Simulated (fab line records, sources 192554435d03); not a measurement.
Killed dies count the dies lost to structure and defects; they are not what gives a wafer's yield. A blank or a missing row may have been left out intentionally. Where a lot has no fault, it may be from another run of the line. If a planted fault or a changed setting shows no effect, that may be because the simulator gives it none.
Chamber matching + flow n5-finfet + N5_BEOL_M5_VIA_ETCH_34 on rie-diel-02: 4 sister chambers
The step etches SiCOH lowk in C4F6/O2, target depth 88.3 nm, time 39.2 s. 14 wafers are shown with their chamber, then 7 later ones without.

WAFERS PAIRED WITH THEIR CHAMBERS
| wafer  | chamber | drypump-motor-current-A (A) | throttle-valve-pct (%) | rf-vpp-V (V) |
|--------|---------|-----------------------------|------------------------|--------------|
| L078.1 | 2       | 6.8                         | 21.16                  | 654          |
| L078.3 | 0       | 5.0                         | 20.87                  | 653          |
| L078.5 | 2       | 6.7                         | 21.17                  | 654          |
| L079.1 | 1       | 6.1                         | 20.87                  | 670          |
| L079.2 | 2       | 6.7                         | 21.16                  | 655          |
| L079.4 | 3       | 6.5                         | 20.99                  | 661          |
| L084.3 | 2       | 6.8                         | 21.19                  | 654          |
| L084.4 | 0       | 5.1                         | 20.45                  | 665          |
| L084.5 | 1       | 6.2                         | 20.93                  | 668          |
| L087.3 | 2       | 6.8                         | 21.20                  | 654          |
| L087.4 | 1       | 6.2                         | 20.92                  | 668          |
| L087.6 | 1       | 6.2                         | 20.90                  | 667          |
| L088.2 | 3       | 6.5                         | 21.02                  | 659          |
| L088.3 | 1       | 6.2                         | 20.92                  | 669          |

SIGNATURES, as means of the wafers listed above
| reading                 | chamber 0 | chamber 1 | chamber 2 | chamber 3 | scatter within a chamber |
|-------------------------|-----------|-----------|-----------|-----------|--------------------------|
| drypump-motor-current-A | 5.050     | 6.180     | 6.760     | 6.500     | 0.05                     |
| throttle-valve-pct      | 20.6600   | 20.9080   | 21.1760   | 21.0050   | 0.096                    |
| rf-vpp-V                | 659.00    | 668.40    | 654.20    | 660.00    | 2.83                     |
Rule: a wafer's distance from a chamber is the root of the sum, over the readings, of the square of ((its reading less the chamber's mean) divided by the reading's scatter). The wafer belongs to the nearest chamber; if the next one is less than 2 further off, it can't be placed. The scatter: the root of (the sum of the squares of (reading less its chamber's mean) over the shown wafers, divided by (wafers less chambers)).

WAFERS WITH NO CHAMBER GIVEN
| wafer  | drypump-motor-current-A (A) | throttle-valve-pct (%) | rf-vpp-V (V) |
|--------|-----------------------------|------------------------|--------------|
| L088.5 | 6.5                         | 21.01                  | 662          |
| L089.1 | 6.2                         | 20.93                  | 669          |
| L089.2 | 6.5                         | 21.04                  | 661          |
| L089.4 | 6.7                         | 21.20                  | 653          |
| L095.1 | 6.2                         | 20.95                  | 669          |
| L095.3 | 5.0                         | 20.49                  | 665          |
| L095.4 | 6.5                         | 21.05                  | 661          |

EACH ONE'S CHAMBER
| wafer  | from the rows above | in truth |
|--------|---------------------|----------|
| L088.5 | 3                   | 3        |
| L089.1 | 1                   | 1        |
| L089.2 | 3                   | 3        |
| L089.4 | 2                   | 2        |
| L095.1 | 1                   | 1        |
| L095.3 | 0                   | 0        |
| L095.4 | 3                   | 3        |
Placed correctly: 7 of 7. Number that these rows cannot place: 0. Number placed wrongly: 0.
